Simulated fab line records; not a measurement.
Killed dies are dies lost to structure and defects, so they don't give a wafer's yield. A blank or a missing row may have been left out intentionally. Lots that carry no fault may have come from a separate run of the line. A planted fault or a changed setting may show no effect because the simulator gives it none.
Chamber matching	flow n5-finfet	3 sister chambers for N5_FIN_SAQP_PECVD_47 on pecvd-03
The step deposits a-Si from SiH4/He, target thk 45 nm, time 36.3 s. 3 wafers are shown with their chamber, then 7 later ones without.

== WAFERS WITH THEIR CHAMBER ==
wafer	chamber	throttle-valve-pct (%)
L085.2	1	17.4
L085.4	2	17.2
L090.5	0	18.6

== WAFERS WITH NO CHAMBER GIVEN ==
wafer	throttle-valve-pct (%)
L090.6	17.8
L091.1	18.2
L091.2	17.4
L091.4	17.2
L096.1	18.7
L096.3	17.0
L096.4	17.8

== CHAMBER TAKEN BY EACH ==
wafer	from the rows above	in truth
L090.6	can't be placed: 1 or 2 or 0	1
L091.1	can't be placed: 0 or 1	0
L091.2	can't be placed: 1 or 2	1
L091.4	can't be placed: 2 or 1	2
L096.1	0	0
L096.3	can't be placed: 2 or 1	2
L096.4	can't be placed: 1 or 2 or 0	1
Correct placement for 1 of the 7. Unplaceable from these rows: 6, with the true chamber sitting among the candidates in 6. Number placed wrongly: 0.
How it was worked out, from the rows above alone: a wafer's distance from a chamber is the root of the sum, over the readings, of the square of ((its reading less the chamber's mean) divided by the reading's scatter). The wafer belongs to the nearest chamber; if the next one is less than 2 further off, it can't be placed. The mean given for a chamber averages the wafers shown for that chamber. The scatter: root of mean squared gap, hidden wafer to nearest shown wafer, with one shown wafer a chamber.
